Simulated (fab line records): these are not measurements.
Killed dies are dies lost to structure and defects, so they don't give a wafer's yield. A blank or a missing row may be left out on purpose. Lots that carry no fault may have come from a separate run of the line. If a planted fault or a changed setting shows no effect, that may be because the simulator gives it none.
Chamber matching	flow n5-finfet	ald-metal-03 running N5_BEOL_M0_ALD_136: 4 sister chambers
The step deposits TaN, pulse time 2 s, purge time 3 s, co reactant purge time 2 s. 8 wafers are shown with their chamber, then 8 later ones without.

## WAFERS PAIRED WITH THEIR CHAMBERS
wafer	chamber	heater-power-w (W)
L077.3	1	380
L077.6	0	362
L079.2	2	430
L079.4	1	382
L083.3	0	381
L083.5	2	425
L083.6	3	420
L089.1	3	416

## WAFERS WITHOUT THEIR CHAMBER
wafer	heater-power-w (W)
L089.5	386
L089.6	423
L091.1	429
L091.4	384
L091.5	432
L093.2	418
L093.3	380
L093.4	423

## EACH ONE'S CHAMBER
wafer	from the rows above	in truth
L089.5	can't be placed: 1 or 0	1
L089.6	can't be placed: 2 or 3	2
L091.1	can't be placed: 2 or 3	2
L091.4	can't be placed: 1 or 0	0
L091.5	can't be placed: 2 or 3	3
L093.2	can't be placed: 3 or 2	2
L093.3	can't be placed: 1 or 0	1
L093.4	can't be placed: 2 or 3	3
0 of 8 placed correctly. Cannot be placed on the basis of these rows: 8; the candidates contain the true chamber in 8. Number placed wrongly: 0.
How it was worked out, from the rows above alone: a wafer's distance from a chamber is the root of the sum, over the readings, of the square of ((its reading less the chamber's mean) divided by the reading's scatter). The wafer belongs to the nearest chamber; if the next one is less than 2 further off, it can't be placed. The mean given for a chamber averages the wafers shown for that chamber. The scatter: the root of (the sum of the squares of (reading less its chamber's mean) over the shown wafers, divided by (wafers less chambers)).
